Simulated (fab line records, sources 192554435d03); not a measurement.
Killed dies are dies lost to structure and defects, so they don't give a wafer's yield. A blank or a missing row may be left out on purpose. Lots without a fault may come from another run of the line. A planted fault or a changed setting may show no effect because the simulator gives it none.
A struck lot beside a sound one | flow n5_finfet | 20 steps out of a route of 1938
Sound: wafers L866.1, L866.4, L866.5. Struck: wafer L880.3. (L880.1, L880.4 of the same lot were not struck and are left out.) The cause comes at the end.
At each step with rows: each side's tool, then ch and its chambers, then its first start. Under that, the readings that differ: sound wafers | struck wafers | difference of the means | sigmas: that difference in standard deviations of wafers without a fault.
alike: readings whose means differ by less than 2 such deviations, and words and numbers that are the same on both sides. not compared: withheld readings, readings that some wafer has no value for, bounds like >300 that may hide the same value, and numbers for which the record gives no deviation and whose values overlap.
The two part at a step that has a row with sigmas, a row that says differs or no value, or rows on one side only. Numbers that don't overlap but have no deviation are shown without sigmas and don't part them. A reading that every wafer of one side lacks parts them only if that side has two wafers or more.

first, 7 steps without rows for these wafers: N5_BEOL_M9_COAT_60 (time 60 s, resist thk 30 nm); N5_BEOL_M9_COAT_05 (resist thk 90 nm); N5_BEOL_M9_EBR_07; N5_BEOL_M9_SOFTBAKE_06 (time 60 s); N5_BEOL_M9_EXPOSE_08 (exposes mask M9); N5_BEOL_M9_PEB_09 (peb time 60 s); N5_BEOL_M9_DEVELOP_10 (develop time 30 s).
N5_BEOL_M9_CD_MEAS_11: target cd 64.1 nm.
  sound on cd_sem-03 ch 0, day 9 23:23; struck on cd_sem-03 ch 0, day 13 23:07
  alike: cd_nm
N5_BEOL_M9_OVL_MEAS_12:
  sound on overlay-01 ch 0, day 9 23:25; struck on overlay-01 ch 0, day 13 23:09
  alike: M9_OVL
N5_BEOL_M9_INSPECT_13: inspects for defects (brightfield).
  sound on defect_inspect-02, day 9 23:27; struck on defect_inspect-02, day 13 23:10
  alike: raw_defect_count
N5_BEOL_M9_DESCUM_16: chemistry O2, time 7.9 s.
  sound on rie_diel-01 ch 1,2, day 9 23:30; struck on rie_diel-01 ch 1, day 13 23:13
  alike: drypump_motor_current_A, oes_product_au, rf_vpp_V, showerhead_plenum_p_Torr, temp_c, throttle_valve_pct
  not compared: rf_hours_counter_h
N5_BEOL_M9_ETCH_61: etches SiARC in CF4, target depth 39 nm, time 65 s.
  sound on rie_diel-01 ch 1,2, day 9 23:32; struck on rie_diel-01 ch 1, day 13 23:14
  alike: drypump_motor_current_A, etch_rf_on_time_s, oes_product_au, rf_vpp_V, showerhead_plenum_p_Torr, throttle_valve_pct
  not compared: rf_hours_counter_h
N5_BEOL_M9_ETCH_62: etches SOC in N2/H2, target depth 110 nm, overetch 22 nm, time 165 s.
  sound on rie_diel-01 ch 1,2, day 9 23:35; struck on rie_diel-01 ch 1, day 13 23:17
  reading                                    | sound          | struck | difference | sigmas
  model.SiARC_of_BEOL_M9_COAT_60.thk_nm (nm) | 23.6 23.4 23.4 | 19     | -4         |
  model.BEOL_M9.cd_offset_nm (nm)            | -0.8 -0.2 -0.4 | 2      | +2         |
  alike: drypump_motor_current_A, h2_flow_sccm, oes_product_au, rf_vpp_V, showerhead_plenum_p_Torr, temp_c, throttle_valve_pct
  not compared: rf_hours_counter_h
then, 1 step without rows for these wafers: N5_BEOL_M9_STRIP_68 (strips in N2/H2).
N5_BEOL_M9_STRIP_67: strips in CF4.
  sound on rie_diel-01 ch 1,2, day 9 23:44; struck on rie_diel-01 ch 1, day 13 23:26
  alike: drypump_motor_current_A, oes_product_au, rf_vpp_V, showerhead_plenum_p_Torr, throttle_valve_pct
  not compared: rf_hours_counter_h
N5_BEOL_M9_HM_OPEN_17: chemistry Cl2/BCl3, target TiN, target depth 20 nm, overetch 6 nm.
  sound on rie_metal-01 ch 0,1, day 9 23:46; struck on rie_metal-03 ch 0, day 13 23:29
  reading                         | sound          | struck | difference | sigmas
  oes_product_au (a.u.)           | 0.65 0.65 0.53 | 0.80   | +0.19      | +2
  model.BEOL_M9.cd_offset_nm (nm) | -0.6 0 -0.4    | 1.8    | +2.1       |
  alike: drypump_motor_current_A, oes_ar_750_au, throttle_valve_pct
  not compared: rf_hours_counter_h
N5_BEOL_M9_STRIP_19: strips in O2.
  sound on rie_diel-01 ch 1,2,3, day 9 23:53; struck on rie_diel-03 ch 0, day 13 23:35
  reading                         | sound          | struck | difference | sigmas
  showerhead_plenum_p_Torr (Torr) | 2.14 2.04 2.13 | 2.00   | -0.10      | -2
  alike: drypump_motor_current_A, oes_product_au, rf_vpp_V, temp_c, throttle_valve_pct
  not compared: rf_hours_counter_h
N5_BEOL_M9_CD_MEAS_18: pitch 140 nm, target cd 70 nm.
  sound on cd_sem-03, day 9 23:57; struck on cd_sem-01, day 13 23:40
  reading    | sound          | struck | difference | sigmas
  cd_nm (nm) | 69.4 69.8 69.6 | 72.1   | +2.5       | +4
then, 1 step without rows for these wafers: N5_BEOL_M9_COAT_63 (time 60 s, resist thk 60 nm).
-- the record jumps here: 3 days lie between the struck wafers' starts before and after (it left off in module BEOL_M9 and takes up again in module PASSIVATION, whose first step shown is number 1936 of the route) --
N5_PASSIVATION_PROBE_49:
  the record has rows for the struck wafers here (prober-02, day 16 14:10) and none for the sound ones

WHERE THEY PART
First at N5_BEOL_M9_HM_OPEN_17; last, within this record, at N5_PASSIVATION_PROBE_49.

WHY: what the simulator had put in
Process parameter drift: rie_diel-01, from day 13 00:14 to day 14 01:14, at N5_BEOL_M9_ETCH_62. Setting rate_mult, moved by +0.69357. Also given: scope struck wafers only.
